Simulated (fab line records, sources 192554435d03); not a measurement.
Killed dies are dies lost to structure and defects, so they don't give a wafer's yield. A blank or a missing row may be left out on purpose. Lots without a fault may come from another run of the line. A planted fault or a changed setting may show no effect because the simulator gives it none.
Which tool did it? | flow n5_finfet | 21 lots, 63 wafers sampled, at 6 steps of a route of 1938

WHAT THE GAUGES READ, wafer by wafer
N5_MOL_CONTACT_COAG_CD_MEAS_137: target cd 16 nm.
lot  | measured     | on        | cd_nm (nm)
L074 | day 5 05:46  | cd_sem-03 | 15.5 16.1 16.8
L076 | day 5 13:42  | cd_sem-02 | 16.5 16.1 16.5
L077 | day 5 22:35  | cd_sem-01 | 16.1 16.2 16.3
L078 | day 6 01:40  | cd_sem-02 | 16.4 15.2 16.0
L079 | day 6 15:45  | cd_sem-02 | 15.8 15.7 16.0
L081 | day 6 22:29  | cd_sem-03 | 16.0 15.5 15.6
L080 | day 7 03:22  | cd_sem-03 | 16.2 16.0 15.7
L082 | day 7 08:25  | cd_sem-01 | 15.3 16.3 16.3
L083 | day 7 10:42  | cd_sem-03 | 15.5 15.1 15.9
L084 | day 7 19:47  | cd_sem-01 | 15.5 16.5 15.7
L086 | day 8 04:54  | cd_sem-01 | 15.7 15.3 16.1
L088 | day 8 21:36  | cd_sem-01 | 15.4 15.9 15.6
L087 | day 8 21:44  | cd_sem-01 | 15.5 16.2 15.3
L089 | day 9 00:49  | cd_sem-02 | 16.4 16.0 15.6
L090 | day 9 09:20  | cd_sem-03 | 16.4 16.5 16.3
L091 | day 9 12:49  | cd_sem-03 | 16.1 15.4 16.0
L092 | day 9 15:39  | cd_sem-02 | 16.5 15.7 15.8
L093 | day 9 22:55  | cd_sem-01 | 16.1 15.7 16.0
L095 | day 10 09:13 | cd_sem-02 | 16.0 16.3 15.7
L096 | day 10 17:35 | cd_sem-02 | 15.7 15.1 16.0
L097 | day 10 20:40 | cd_sem-03 | 16.1 15.2 15.3

WHICH TOOL RAN EACH LOT (tool, then ch and the chambers of the sampled wafers, then the start)
lot  | N5_GATE_CUT_ETCH_37               | N5_GATE_CUT_CUT_ETCH_53           | N5_MOL_CONTACT_COAG_DESCUM_13      | N5_MOL_CONTACT_COAG_CMP_28    | N5_MOL_CONTACT_COAG_ETCH_47
L074 | rie_diel-06 ch 0,3, day 4 12:47   | rie_metal-01 ch 0,1, day 4 13:06  | rie_diel-02 ch 0,1,3, day 4 16:49  | cmp-01 ch 0,1,3, day 5 02:34  | rie_diel-02 ch 0,2,3, day 5 05:15
L076 | rie_diel-01 ch 1,2,3, day 4 23:16 | rie_metal-02 ch 0,1, day 4 23:34  | rie_diel-02 ch 0,2,3, day 5 03:07  | cmp-01 ch 1,2,3, day 5 11:32  | rie_diel-04 ch 0,1,2, day 5 13:28
L077 | rie_diel-06 ch 1,2,3, day 5 07:24 | rie_metal-02 ch 0,1, day 5 07:44  | rie_diel-04 ch 0,1,3, day 5 11:09  | cmp-03 ch 0,1, day 5 20:24    | rie_diel-04 ch 0,1,3, day 5 22:22
L078 | rie_diel-01 ch 1,2, day 5 10:47   | rie_metal-03 ch 0,1, day 5 11:07  | rie_diel-02 ch 0,1,3, day 5 14:31  | cmp-01 ch 1,2, day 5 23:20    | rie_diel-05 ch 0,3, day 6 01:26
L079 | rie_diel-06 ch 0,1,3, day 5 20:49 | rie_metal-02 ch 0,1, day 5 21:08  | rie_diel-04 ch 0,3, day 6 01:01    | cmp-01 ch 1,2, day 6 13:41    | rie_diel-05 ch 0,1,2, day 6 15:32
L081 | rie_diel-01 ch 2,3, day 6 08:50   | rie_metal-01 ch 0,1, day 6 09:08  | rie_diel-04 ch 0,2, day 6 12:42    | cmp-03 ch 0,2,3, day 6 20:19  | rie_diel-02 ch 0,1, day 6 22:16
L080 | rie_diel-03 ch 0,1,2, day 6 10:17 | rie_metal-02 ch 0,1, day 6 10:36  | rie_diel-04 ch 1,2, day 6 14:52    | cmp-01 ch 0,1,3, day 7 00:48  | rie_diel-05 ch 0,1,3, day 7 02:51
L082 | rie_diel-03 ch 1,2, day 6 17:34   | rie_metal-02 ch 0,1, day 6 17:53  | rie_diel-02 ch 0,1,2, day 6 21:37  | cmp-03 ch 0,3, day 7 05:28    | rie_diel-04 ch 0,2,3, day 7 07:55
L083 | rie_diel-03 ch 0,3, day 6 19:44   | rie_metal-03 ch 0,1, day 6 20:03  | rie_diel-05 ch 1,2,3, day 6 23:34  | cmp-02 ch 1,2,3, day 7 08:22  | rie_diel-02 ch 0,3, day 7 10:28
L084 | rie_diel-01 ch 0,1, day 7 04:38   | rie_metal-03 ch 0,1, day 7 04:58  | rie_diel-05 ch 2,3, day 7 08:46    | cmp-02 ch 0,2,3, day 7 17:11  | rie_diel-02 ch 0,2,3, day 7 19:13
L086 | rie_diel-03 ch 0,2,3, day 7 13:17 | rie_metal-01 ch 0,1, day 7 13:35  | rie_diel-02 ch 0,2,3, day 7 17:19  | cmp-01 ch 1,2,3, day 8 02:23  | rie_diel-05 ch 0,2,3, day 8 04:37
L088 | rie_diel-03 ch 0,1,3, day 7 21:26 | rie_metal-02 ch 0,1, day 7 21:44  | rie_diel-05 ch 0,2,3, day 8 02:32  | cmp-01 ch 0,1,3, day 8 16:37  | rie_diel-02 ch 0,1, day 8 21:23
L087 | rie_diel-03 ch 1,2, day 8 00:38   | rie_metal-03 ch 0,1, day 8 00:57  | rie_diel-05 ch 2,3, day 8 04:44    | cmp-01 ch 1,2,3, day 8 18:38  | rie_diel-04 ch 0,1,3, day 8 21:30
L089 | rie_diel-01 ch 1,2, day 8 06:32   | rie_metal-01 ch 0,1, day 8 06:52  | rie_diel-04 ch 0,3, day 8 10:28    | cmp-03 ch 0,1,3, day 8 21:11  | rie_diel-02 ch 2,3, day 9 00:35
L090 | rie_diel-06 ch 0,1,3, day 8 11:36 | rie_metal-02 ch 0,1, day 8 11:56  | rie_diel-05 ch 0,2, day 8 15:41    | cmp-01 ch 0,3, day 9 07:10    | rie_diel-05 ch 2,3, day 9 09:06
L091 | rie_diel-01 ch 0,3, day 8 21:46   | rie_metal-02 ch 0,1, day 8 22:05  | rie_diel-04 ch 0,1,2, day 9 01:53  | cmp-03 ch 0,1,2, day 9 10:35  | rie_diel-05 ch 0,1, day 9 12:35
L092 | rie_diel-03 ch 0,1,2, day 8 23:28 | rie_metal-03 ch 0,1, day 8 23:46  | rie_diel-05 ch 0,1,3, day 9 03:18  | cmp-01 ch 0,2,3, day 9 12:56  | rie_diel-04 ch 0,1,3, day 9 15:25
L093 | rie_diel-03 ch 0,1,2, day 9 06:02 | rie_metal-01 ch 0,1, day 9 06:21  | rie_diel-02 ch 0,2,3, day 9 09:53  | cmp-02 ch 1,2,3, day 9 20:36  | rie_diel-02 ch 0,2,3, day 9 22:41
L095 | rie_diel-06 ch 0,2,3, day 9 18:55 | rie_metal-03 ch 0,1, day 9 19:14  | rie_diel-04 ch 0,1,3, day 9 22:38  | cmp-01 ch 0,2,3, day 10 06:55 | rie_diel-04 ch 0,1,3, day 10 08:59
L096 | rie_diel-01 ch 0,1, day 10 02:23  | rie_metal-01 ch 0,1, day 10 02:43 | rie_diel-04 ch 0,1,2, day 10 06:12 | cmp-01 ch 0,3, day 10 15:23   | rie_diel-02 ch 1,2,3, day 10 17:19
L097 | rie_diel-06 ch 0,2, day 10 07:24  | rie_metal-02 ch 0,1, day 10 07:43 | rie_diel-02 ch 1,2, day 10 11:07   | cmp-03 ch 0,1,3, day 10 18:17 | rie_diel-05 ch 0,3, day 10 20:26
- N5_GATE_CUT_ETCH_37: etches SOC in N2/H2, target depth 60 nm, overetch 12 nm, time 90 s.
- N5_GATE_CUT_CUT_ETCH_53: etches W in SF6/Cl2, target depth 79.2 nm.
- N5_MOL_CONTACT_COAG_DESCUM_13: chemistry O2, time 7 s.
- N5_MOL_CONTACT_COAG_CMP_28: polishes, stops on SiNx, t overpolish 0.85 s, target thk 14.522 nm.
- N5_MOL_CONTACT_COAG_ETCH_47: etches SiNx in CH3F/O2, stops on W, target depth 27 nm.

WHAT THE TOOLS THEMSELVES READ (means of the sampled wafers that have a number; where no wafer has one, the mark that the record gives instead)
N5_GATE_CUT_ETCH_37.
lot  | tool        | bias_w (W) | drypump_motor_current_A (A) | oes_product_au (a.u.) | rf_vpp_V (V) | showerhead_plenum_p_Torr (Torr) | throttle_valve_pct (%)
L074 | rie_diel-06 | 149.9      | 5.4                         | 0.73                  | 522.2        | 2.46                            | 17.76
L076 | rie_diel-01 | 149.9      | 6.2                         | 0.70                  | 523.3        | 2.52                            | 17.87
L077 | rie_diel-06 | 149.7      | 5.4                         | 0.67                  | 521.5        | 2.47                            | 17.89
L078 | rie_diel-01 | 150.8      | 6.0                         | 0.66                  | 523.4        | 2.50                            | 18.04
L079 | rie_diel-06 | 150.1      | 5.5                         | 0.72                  | 521.7        | 2.45                            | 17.76
L081 | rie_diel-01 | 150.0      | 6.4                         | 0.64                  | 523.8        | 2.54                            | 18.01
L080 | rie_diel-03 | 150.3      | 5.8                         | 0.71                  | 523.6        | 2.55                            | 18.15
L082 | rie_diel-03 | 150.6      | 5.6                         | 0.65                  | 523.2        | 2.53                            | 18.23
L083 | rie_diel-03 | 150.0      | 5.3                         | 0.71                  | 521.3        | 2.48                            | 17.90
L084 | rie_diel-01 | 150.7      | 5.9                         | 0.81                  | 522.0        | 2.47                            | 17.51
L086 | rie_diel-03 | 149.6      | 5.5                         | 0.71                  | 523.2        | 2.51                            | 17.99
L088 | rie_diel-03 | 149.9      | 5.5                         | 0.69                  | 522.8        | 2.51                            | 18.07
L087 | rie_diel-03 | 149.7      | 5.6                         | 0.65                  | 522.3        | 2.52                            | 18.27
L089 | rie_diel-01 | 150.4      | 6.0                         | 0.82                  | 522.6        | 2.49                            | 17.81
L090 | rie_diel-06 | 150.0      | 5.5                         | 0.70                  | 521.6        | 2.44                            | 17.80
L091 | rie_diel-01 | 149.9      | 6.3                         | 0.76                  | 523.1        | 2.51                            | 17.69
L092 | rie_diel-03 | 150.0      | 5.7                         | 0.69                  | 523.4        | 2.54                            | 18.16
L093 | rie_diel-03 | 149.9      | 5.8                         | 0.69                  | 523.4        | 2.54                            | 18.16
L095 | rie_diel-06 | 149.9      | 5.7                         | 0.70                  | 522.7        | 2.47                            | 17.84
L096 | rie_diel-01 | 150.4      | 5.9                         | 0.77                  | 522.8        | 2.46                            | 17.53
L097 | rie_diel-06 | 150.0      | 6.1                         | 0.72                  | 522.5        | 2.49                            | 17.72

N5_GATE_CUT_CUT_ETCH_53.
lot  | tool         | bias_w (W) | drypump_motor_current_A (A) | etch_rf_on_time_s (s) | oes_product_au (a.u.) | throttle_valve_pct (%)
L074 | rie_metal-01 | 80.08      | 5.8                         | 26.3                  | 0.75                  | 29.0
L076 | rie_metal-02 | 79.98      | 5.7                         | 26.2                  | 0.76                  | 28.6
L077 | rie_metal-02 | 79.65      | 5.8                         | 25.7                  | 0.77                  | 28.6
L078 | rie_metal-03 | 79.87      | 5.7                         | 26.0                  | 0.80                  | 28.5
L079 | rie_metal-02 | 80.15      | 5.5                         | 25.8                  | 0.80                  | 28.8
L081 | rie_metal-01 | 79.84      | 5.4                         | 26.7                  | 0.70                  | 29.1
L080 | rie_metal-02 | 79.87      | 5.8                         | 25.9                  | 0.75                  | 28.6
L082 | rie_metal-02 | 80.16      | 5.7                         | 25.8                  | 0.75                  | 28.6
L083 | rie_metal-03 | 79.87      | 5.2                         | 25.9                  | 0.82                  | 28.5
L084 | rie_metal-03 | 80.19      | 5.2                         | 25.4                  | 0.82                  | 28.5
L086 | rie_metal-01 | 79.83      | 5.4                         | 26.8                  | 0.69                  | 29.1
L088 | rie_metal-02 | 80.22      | 5.5                         | 26.0                  | 0.78                  | 28.8
L087 | rie_metal-03 | 79.80      | 5.7                         | 25.9                  | 0.78                  | 28.5
L089 | rie_metal-01 | 80.31      | 5.4                         | 27.0                  | 0.68                  | 29.1
L090 | rie_metal-02 | 79.89      | 5.5                         | 25.9                  | 0.77                  | 28.8
L091 | rie_metal-02 | 80.01      | 5.7                         | 26.0                  | 0.73                  | 28.6
L092 | rie_metal-03 | 80.03      | 5.2                         | 25.9                  | 0.79                  | 28.5
L093 | rie_metal-01 | 80.29      | 5.8                         | 27.0                  | 0.70                  | 29.0
L095 | rie_metal-03 | 79.88      | 5.2                         | 25.9                  | 0.79                  | 28.5
L096 | rie_metal-01 | 79.88      | 5.8                         | 27.0                  | 0.70                  | 29.0
L097 | rie_metal-02 | 80.10      | 5.5                         | 26.1                  | 0.76                  | 28.8

N5_MOL_CONTACT_COAG_DESCUM_13.
lot  | tool        | drypump_motor_current_A (A) | oes_product_au (a.u.) | rf_vpp_V (V) | showerhead_plenum_p_Torr (Torr) | throttle_valve_pct (%)
L074 | rie_diel-02 | 5.4                         | 0.82                  | 243.6        | 2.10                            | 20.37
L076 | rie_diel-02 | 5.8                         | 0.85                  | 242.5        | 2.07                            | 20.31
L077 | rie_diel-04 | 5.4                         | 0.81                  | 244.2        | 2.14                            | 20.25
L078 | rie_diel-02 | 5.4                         | 0.80                  | 243.2        | 2.10                            | 20.38
L079 | rie_diel-04 | 5.6                         | 0.84                  | 244.1        | 2.15                            | 20.24
L081 | rie_diel-04 | 5.8                         | 0.76                  | 244.9        | 2.15                            | 20.46
L080 | rie_diel-04 | 5.6                         | 0.73                  | 244.0        | 2.14                            | 20.48
L082 | rie_diel-02 | 5.8                         | 0.75                  | 243.8        | 2.08                            | 20.39
L083 | rie_diel-05 | 5.6                         | 0.70                  | 243.0        | 2.11                            | 20.36
L084 | rie_diel-05 | 5.8                         | 0.71                  | 243.9        | 2.13                            | 20.08
L086 | rie_diel-02 | 5.8                         | 0.82                  | 242.2        | 2.06                            | 20.34
L088 | rie_diel-05 | 5.7                         | 0.75                  | 244.1        | 2.15                            | 20.21
L087 | rie_diel-05 | 5.7                         | 0.70                  | 243.5        | 2.11                            | 20.25
L089 | rie_diel-04 | 5.3                         | 0.86                  | 244.7        | 2.18                            | 20.24
L090 | rie_diel-05 | 5.7                         | 0.75                  | 244.6        | 2.17                            | 20.06
L091 | rie_diel-04 | 5.7                         | 0.81                  | 243.8        | 2.11                            | 20.30
L092 | rie_diel-05 | 5.6                         | 0.84                  | 243.5        | 2.12                            | 20.36
L093 | rie_diel-02 | 5.8                         | 0.80                  | 242.1        | 2.06                            | 20.36
L095 | rie_diel-04 | 5.4                         | 0.84                  | 243.6        | 2.12                            | 20.19
L096 | rie_diel-04 | 5.7                         | 0.80                  | 243.6        | 2.10                            | 20.31
L097 | rie_diel-02 | 6.2                         | 0.80                  | 241.8        | 2.04                            | 20.38

N5_MOL_CONTACT_COAG_CMP_28.
lot  | tool   | motor_current_A (A) | slurry_filter_dp_kPa (kPa) | slurry_flow_ml_min | time_to_endpoint_s (s)
L074 | cmp-01 | 12.0                | 13.50                      | 149.6              | 3.1
L076 | cmp-01 | 13.2                | 13.58                      | 149.9              | 1.9
L077 | cmp-03 | 12.9                | 13.55                      | 149.9              | 3.5
L078 | cmp-01 | 12.7                | 13.64                      | 150.5              | 2.6
L079 | cmp-01 | 12.6                | 13.51                      | 149.8              | 1.4
L081 | cmp-03 | 12.7                | 13.49                      | 150.2              | 1.5
L080 | cmp-01 | 11.9                | 13.41                      | 149.7              | 5.6
L082 | cmp-03 | 11.2                | 13.53                      | 150.0              | 1.1
L083 | cmp-02 | 11.4                | 13.58                      | 149.7              | 4.3
L084 | cmp-02 | 11.4                | 13.46                      | 149.7              | 6.3
L086 | cmp-01 | 12.8                | 13.42                      | 150.0              | 4.2
L088 | cmp-01 | 11.7                | 13.47                      | 150.0              | 3.4
L087 | cmp-01 | 12.8                | 13.49                      | 149.6              | 5.0
L089 | cmp-03 | 11.5                | 13.46                      | 149.8              | 2.7
L090 | cmp-01 | 11.5                | 13.35                      | 149.9              | 2.5
L091 | cmp-03 | 13.1                | 13.56                      | 150.0              | 5.5
L092 | cmp-01 | 12.5                | 13.49                      | 149.8              | 2.3
L093 | cmp-02 | 10.8                | 13.45                      | 150.2              | 5.1
L095 | cmp-01 | 12.6                | 13.39                      | 149.8              | 2.9
L096 | cmp-01 | 11.7                | 13.48                      | 150.4              | 5.2
L097 | cmp-03 | 11.4                | 13.53                      | 150.2              | 5.2

N5_MOL_CONTACT_COAG_ETCH_47.
lot  | tool        | bias_w (W) | drypump_motor_current_A (A) | etch_rf_on_time_s (s) | oes_product_au (a.u.) | rf_vpp_V (V) | showerhead_plenum_p_Torr (Torr) | throttle_valve_pct (%)
L074 | rie_diel-02 | 73.15      | 5.8                         | 31.4                  | 0.76                  | 294          | 1.97                            | 16.19
L076 | rie_diel-04 | 72.98      | 5.7                         | 31.3                  | 0.66                  | 293          | 2.02                            | 16.30
L077 | rie_diel-04 | 73.19      | 5.4                         | 31.3                  | 0.72                  | 296          | 2.03                            | 16.16
L078 | rie_diel-05 | 72.83      | 5.7                         | 31.3                  | 0.70                  | 304          | 2.03                            | 16.16
L079 | rie_diel-05 | 72.89      | 5.6                         | 31.5                  | 0.68                  | 297          | 2.04                            | 16.22
L081 | rie_diel-02 | 72.80      | 5.4                         | 31.8                  | 0.64                  | 302          | 2.04                            | 16.52
L080 | rie_diel-05 | 73.18      | 5.6                         | 31.3                  | 0.68                  | 301          | 2.02                            | 16.30
L082 | rie_diel-04 | 72.99      | 5.5                         | 30.8                  | 0.73                  | 295          | 2.07                            | 16.26
L083 | rie_diel-02 | 72.92      | 5.4                         | 31.8                  | 0.73                  | 293          | 2.00                            | 16.20
L084 | rie_diel-02 | 72.84      | 5.8                         | 31.5                  | 0.73                  | 294          | 1.97                            | 16.23
L086 | rie_diel-05 | 73.01      | 5.7                         | 30.9                  | 0.69                  | 299          | 2.05                            | 16.13
L088 | rie_diel-02 | 72.88      | 5.4                         | 30.9                  | 0.79                  | 301          | 2.04                            | 16.23
L087 | rie_diel-04 | 72.87      | 5.4                         | 31.4                  | 0.76                  | 295          | 2.02                            | 16.04
L089 | rie_diel-02 | 73.34      | 6.2                         | 31.4                  | 0.71                  | 295          | 1.93                            | 16.27
L090 | rie_diel-05 | 73.23      | 5.8                         | 31.7                  | 0.62                  | 297          | 2.03                            | 16.12
L091 | rie_diel-05 | 73.01      | 5.5                         | 30.5                  | 0.79                  | 299          | 2.05                            | 16.11
L092 | rie_diel-04 | 73.04      | 5.4                         | 31.5                  | 0.76                  | 297          | 2.02                            | 16.05
L093 | rie_diel-02 | 73.04      | 5.8                         | 31.3                  | 0.71                  | 294          | 1.96                            | 16.27
L095 | rie_diel-04 | 72.99      | 5.4                         | 30.9                  | 0.76                  | 295          | 2.02                            | 16.05
L096 | rie_diel-02 | 72.92      | 5.8                         | 31.5                  | 0.74                  | 297          | 1.97                            | 16.32
L097 | rie_diel-05 | 72.82      | 5.7                         | 31.5                  | 0.66                  | 304          | 2.02                            | 16.24

THE ANSWER, worked out from the rows above alone
Rule: what is usual is taken from the lots themselves. Put in order of their means at a reading, lots are off if they are a third of the lots or fewer, leave a main group of 4 or more, and stand apart from it by a gap of 3 or more times the standard deviation of the main group's means; of several such gaps the widest counts. A main group whose means are all the same, to the digits that the tables above print for the reading, isn't used. A lot without any number at a reading at which 4 lots or more have one is off too. The other lots that the step has rows for count as sound. The gauges are gone through in route order, then the tools' own readings, and for those a lot's mean is taken as printed above. The first step at which some lot is off is used, and at that step the reading that is off furthest; a lot without a number counts as furthest.
No lot is off at any reading shown: from this, nothing can be told.

WHAT THE SIMULATOR HAD PUT IN
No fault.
